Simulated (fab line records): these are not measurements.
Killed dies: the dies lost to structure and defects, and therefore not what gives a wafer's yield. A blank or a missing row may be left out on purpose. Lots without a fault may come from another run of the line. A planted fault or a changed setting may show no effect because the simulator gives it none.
Chamber matching ; flow nandHarc ; NHARC_A_STAIRCASE_DEP_156 on pecvd-01: 3 sister chambers
The step deposits SiNx, target thk 50 nm. 6 wafers are shown with their chamber, then 7 later ones without.

== WAFERS WITH THEIR CHAMBER ==
wafer;chamber;showerheadVppV (V);heaterPowerW (W)
L087.6;1;1216;829
L086.3;0;1323;745
L086.4;2;1261;757
L086.6;0;1315;737
L094.2;2;1251;738
L094.3;1;1207;772

== WAFERS WHOSE CHAMBER IS MISSING ==
wafer;showerheadVppV (V);heaterPowerW (W)
L094.5;1204;775
L095.1;1222;837
L095.2;1258;739
L095.4;1207;861
L097.1;1267;756
L097.2;1216;892
L097.5;1282;768

== WHICH CHAMBER EACH WENT THROUGH ==
wafer;from the rows above;in truth
L094.5;1;1
L095.1;1;1
L095.2;2;2
L095.4;1;1
L097.1;2;2
L097.2;1;1
L097.5;can't be placed: 2 or 0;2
Correct placement for 6 of the 7. From these rows, 1 cannot be placed; in 1 the true chamber is one of the candidates. Wrongly placed: 0.
How it was worked out, from the rows above alone: a wafer's distance from a chamber is the root of the sum, over the readings, of the square of ((its reading less the chamber's mean) divided by the reading's scatter). If the next closest chamber is less than 2 further off than the closest, the wafer can't be placed; otherwise it belongs to the closest. Each chamber's mean is taken over the wafers shown for it. The scatter: take each reading less its chamber's mean, square it, sum over the shown wafers, divide by the number of wafers less the number of chambers, and take the root.
